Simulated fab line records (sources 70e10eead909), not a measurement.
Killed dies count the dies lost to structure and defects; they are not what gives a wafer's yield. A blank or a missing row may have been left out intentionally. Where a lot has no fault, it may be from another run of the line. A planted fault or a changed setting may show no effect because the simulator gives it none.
Chamber matching	flow nand-harc	NHARC_A_SGD_CUT_DESCUM_14 on rie-diel-04: 4 sister chambers
The step chemistry O2, time 3 s. 4 wafers are shown with their chamber, then 10 later ones without.

== WAFERS PAIRED WITH THEIR CHAMBERS ==
wafer	chamber	drypump-motor-current-A (A)
L084.3	3	5.4
L084.4	0	5.2
L088.1	1	6.4
L088.2	2	5.7

== WAFERS WITH NO CHAMBER GIVEN ==
wafer	drypump-motor-current-A (A)
L088.4	5.2
L093.1	5.1
L093.2	6.4
L093.3	5.4
L091.2	5.8
L091.4	5.1
L091.5	6.4
L096.1	6.4
L096.4	5.4
L096.6	5.1

== EACH ONE'S CHAMBER ==
wafer	from the rows above	in truth
L088.4	0	0
L093.1	0	0
L093.2	1	1
L093.3	3	3
L091.2	2	2
L091.4	0	0
L091.5	1	1
L096.1	1	1
L096.4	3	3
L096.6	0	0
Correct placement for 10 of the 10. Left unplaced by these rows: 0. Placed wrongly: 0.
How it was worked out, from the rows above alone: a wafer's distance from a chamber is the root of the sum, over the readings, of the square of ((its reading less the chamber's mean) divided by the reading's scatter). If the next closest chamber is less than 2 further off than the closest, the wafer can't be placed; otherwise it belongs to the closest. The mean given for a chamber averages the wafers shown for that chamber. The scatter: root of mean squared gap, hidden wafer to nearest shown wafer, with one shown wafer a chamber.
